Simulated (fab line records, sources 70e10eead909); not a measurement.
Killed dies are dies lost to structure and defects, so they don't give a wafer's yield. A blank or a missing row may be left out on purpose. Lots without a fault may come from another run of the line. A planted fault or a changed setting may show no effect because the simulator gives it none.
Which tool did it? | flow nand_harc | 6 lots, 16 wafers sampled, at 5 steps of a route of 1302

WHAT THE GAUGES READ, wafer by wafer
NHARC_END_SORT_01.
lot  | measured     | on        | killed_at_array
L490 | day 28 17:56 | prober-01 | 475 42

WHICH TOOL RAN EACH LOT (tool, then ch and the chambers of the sampled wafers, then the start)
lot  | NHARC_A_STAIRCASE_TRIM_12          | NHARC_A_STAIRCASE_ETCH_15                     | NHARC_A_STAIRCASE_TRIM_16          | NHARC_A_STAIRCASE_ETCH_25
L483 | rie_diel-06 ch 2,3, day 17 06:11   | rie_diel-06 ch 1,2,3, day 17 09:24 or earlier | rie_diel-06 ch 0,2,3, day 17 09:24 | rie_diel-01 ch 1,3, no start
L487 | rie_diel-01 ch 1,2, day 19 00:16   | rie_diel-01 ch 0,3, day 19 00:43 or earlier   | rie_diel-01 ch 0,2, day 19 00:43   | rie_diel-01 ch 1,3, no start
L490 | rie_diel-01 ch 1,3, day 20 04:00   | rie_diel-01 ch 1,3, day 20 04:40 or earlier   | rie_diel-01 ch 0,3, day 20 04:40   | rie_diel-01 ch 0,1, day 28 17:56 or earlier
L495 | rie_diel-11 ch 0,1,3, day 22 11:59 | rie_diel-11 ch 0,2,3, day 22 12:58 or earlier | rie_diel-11 ch 2,3, day 22 12:58   | rie_diel-11 ch 1,2, no start
L497 | rie_diel-01 ch 0,3, day 23 07:35   | rie_diel-01 ch 1,2,3, day 23 08:08 or earlier | rie_diel-01 ch 1,2,3, day 23 08:08 | rie_diel-01 ch 0,3, no start
L499 | rie_diel-06 ch 1,2,3, day 24 11:41 | rie_diel-06 ch 1,2,3, day 24 12:12 or earlier | rie_diel-06 ch 0,2,3, day 24 12:12 | rie_diel-06 ch 1,2,3, no start
- NHARC_A_STAIRCASE_TRIM_12: chemistry O2, time 211.2 s.
- NHARC_A_STAIRCASE_ETCH_15: etches the open film in C4F8/O2, target depth 100 nm, time 40.5 s.
- NHARC_A_STAIRCASE_TRIM_16: chemistry O2, time 211.2 s.
- NHARC_A_STAIRCASE_ETCH_25: etches the open film in C4F8/O2, target depth 100 nm, time 40.5 s.

THE ANSWER, worked out from the rows above alone
Rule: what is usual is taken from the lots themselves. Put in order of their means at a reading, lots are off if they are a third of the lots or fewer, leave a main group of 4 or more, and stand apart from it by a gap of 3 or more times the standard deviation of the main group's means; of several such gaps the widest counts. A main group whose means are all the same, to the digits that the tables above print for the reading, isn't used. A lot without any number at a reading at which 4 lots or more have one is off too. The other lots that the step has rows for count as sound.
No lot is off at any reading shown: from this, nothing can be told.

WHAT THE SIMULATOR HAD PUT IN
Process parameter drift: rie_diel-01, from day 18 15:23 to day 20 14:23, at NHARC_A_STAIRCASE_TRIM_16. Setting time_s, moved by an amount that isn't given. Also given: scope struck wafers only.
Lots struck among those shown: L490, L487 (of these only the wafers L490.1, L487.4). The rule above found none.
